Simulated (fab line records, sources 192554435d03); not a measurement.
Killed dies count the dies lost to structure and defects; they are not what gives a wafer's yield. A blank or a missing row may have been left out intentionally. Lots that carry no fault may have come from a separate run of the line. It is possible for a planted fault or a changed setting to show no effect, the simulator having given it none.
Chamber matching	flow n5Finfet	N5_BEOL_M1_STRIP_36 on rieDiel-03 has 4 sister chambers
The step strips in N2/H2. 24 wafers are shown with their chamber, then 12 later ones without.

== EACH WAFER AND ITS CHAMBER ==
wafer	chamber	showerheadPlenumPTorr (Torr)	throttleValvePct (%)	rfVppV (V)
L075.2	0	2.43	23.46	58.1
L075.4	1	2.60	23.59	57.1
L075.6	1	2.60	23.60	60.8
L076.1	2	2.44	23.84	59.7
L076.2	3	2.46	23.67	57.4
L076.4	1	2.60	23.63	57.6
L078.2	1	2.59	23.63	61.0
L078.4	0	2.42	23.43	57.0
L078.6	2	2.44	23.82	58.5
L079.3	2	2.44	23.84	58.4
L079.4	1	2.59	23.58	60.4
L079.6	3	2.45	23.66	56.3
L082.2	3	2.45	23.63	55.7
L082.4	2	2.43	23.84	58.3
L082.6	0	2.42	23.46	61.1
L084.2	0	2.42	23.45	56.6
L084.4	3	2.45	23.67	59.5
L084.5	2	2.43	23.84	59.7
L085.1	0	2.42	23.45	61.1
L085.3	1	2.59	23.29	63.4
L085.5	0	2.42	23.45	56.3
L087.1	0	2.42	23.44	57.4
L087.3	2	2.43	23.84	59.3
L087.6	0	2.42	23.45	58.4

SIGNATURES (means of the wafers above)
reading	chamber 0	chamber 1	chamber 2	chamber 3	scatter within a chamber
showerheadPlenumPTorr	2.4213	2.5950	2.4350	2.4525	0.00481
throttleValvePct	23.4488	23.5533	23.8367	23.6575	0.0661
rfVppV	58.250	60.050	58.983	57.225	1.78
Rule: for a wafer and a chamber, the distance is found by dividing, reading by reading, the gap between the wafer's reading and the chamber's mean by the reading's scatter, squaring, summing and taking the root. The wafer belongs to the nearest chamber; if the next one is less than 2 further off, it can't be placed. The scatter is the square root of a quotient: the sum, over the shown wafers, of each reading's squared deviation from its chamber's mean, divided by wafers minus chambers.

== WAFERS WITHOUT THEIR CHAMBER ==
wafer	showerheadPlenumPTorr (Torr)	throttleValvePct (%)	rfVppV (V)
L088.1	2.43	23.88	58.1
L088.4	2.59	23.23	60.1
L088.6	2.59	23.27	59.3
L090.1	2.41	23.45	58.4
L090.3	2.59	23.27	57.5
L090.4	2.45	23.67	59.6
L093.1	2.43	23.85	60.1
L093.3	2.41	23.44	56.4
L093.4	2.44	23.70	60.3
L096.1	2.58	23.28	58.5
L096.4	2.44	23.71	57.1
L096.5	2.41	23.52	57.1

== WHICH CHAMBER EACH WENT THROUGH ==
wafer	from the rows above	in truth
L088.1	2	2
L088.4	1	1
L088.6	1	1
L090.1	0	0
L090.3	1	1
L090.4	3	3
L093.1	2	2
L093.3	0	0
L093.4	can't be placed: 2 or 3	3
L096.1	1	1
L096.4	can't be placed: 2 or 3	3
L096.5	0	0
10 of 12 placed correctly. These rows do not allow placing 2 (true chamber among the candidates in 2). Number placed wrongly: 0.
